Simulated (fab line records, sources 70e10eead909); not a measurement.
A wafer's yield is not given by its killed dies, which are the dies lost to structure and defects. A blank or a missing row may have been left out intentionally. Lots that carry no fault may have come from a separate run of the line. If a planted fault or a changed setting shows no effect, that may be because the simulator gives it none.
Chamber matching + flow nand_harc + NHARC_P_GATE_DESCUM_61 on rie_diel-06: 4 sister chambers
The step chemistry O2, time 3 s. 8 wafers are shown with their chamber, then 7 later ones without.

WAFERS, EACH WITH ITS CHAMBER
| wafer  | chamber | showerhead_plenum_p_Torr (Torr) | drypump_motor_current_A (A) |
|--------|---------|---------------------------------|-----------------------------|
| L075.5 | 2       | 1.78                            | 5.5                         |
| L088.5 | 0       | 1.83                            | 5.7                         |
| L088.6 | 1       | 1.87                            | 5.0                         |
| L087.1 | 3       | 1.82                            | 6.1                         |
| L087.3 | 2       | 1.78                            | 5.6                         |
| L087.6 | 3       | 1.82                            | 6.1                         |
| L094.3 | 1       | 1.87                            | 5.0                         |
| L094.4 | 0       | 1.82                            | 5.7                         |

WAFERS WITH NO CHAMBER GIVEN
| wafer  | showerhead_plenum_p_Torr (Torr) | drypump_motor_current_A (A) |
|--------|---------------------------------|-----------------------------|
| L094.5 | 1.77                            | 5.5                         |
| L093.2 | 1.87                            | 5.0                         |
| L093.3 | 1.82                            | 5.7                         |
| L093.5 | 1.77                            | 5.5                         |
| L095.1 | 1.86                            | 5.0                         |
| L095.2 | 1.82                            | 5.7                         |
| L095.4 | 1.86                            | 5.0                         |

WHICH CHAMBER EACH WENT THROUGH
| wafer  | from the rows above | in truth |
|--------|---------------------|----------|
| L094.5 | 2                   | 2        |
| L093.2 | 1                   | 1        |
| L093.3 | 0                   | 0        |
| L093.5 | 2                   | 2        |
| L095.1 | 1                   | 1        |
| L095.2 | 0                   | 0        |
| L095.4 | 1                   | 1        |
Correct placement for 7 of the 7. From these rows, 0 cannot be placed. 0 placed wrongly.
How it was worked out, from the rows above alone: a wafer's distance from a chamber is the root of the sum, over the readings, of the square of ((its reading less the chamber's mean) divided by the reading's scatter). The wafer belongs to the nearest chamber; if the next one is less than 2 further off, it can't be placed. A chamber's mean is the mean of its shown wafers. The scatter is the square root of a quotient: the sum, over the shown wafers, of each reading's squared deviation from its chamber's mean, divided by wafers minus chambers.
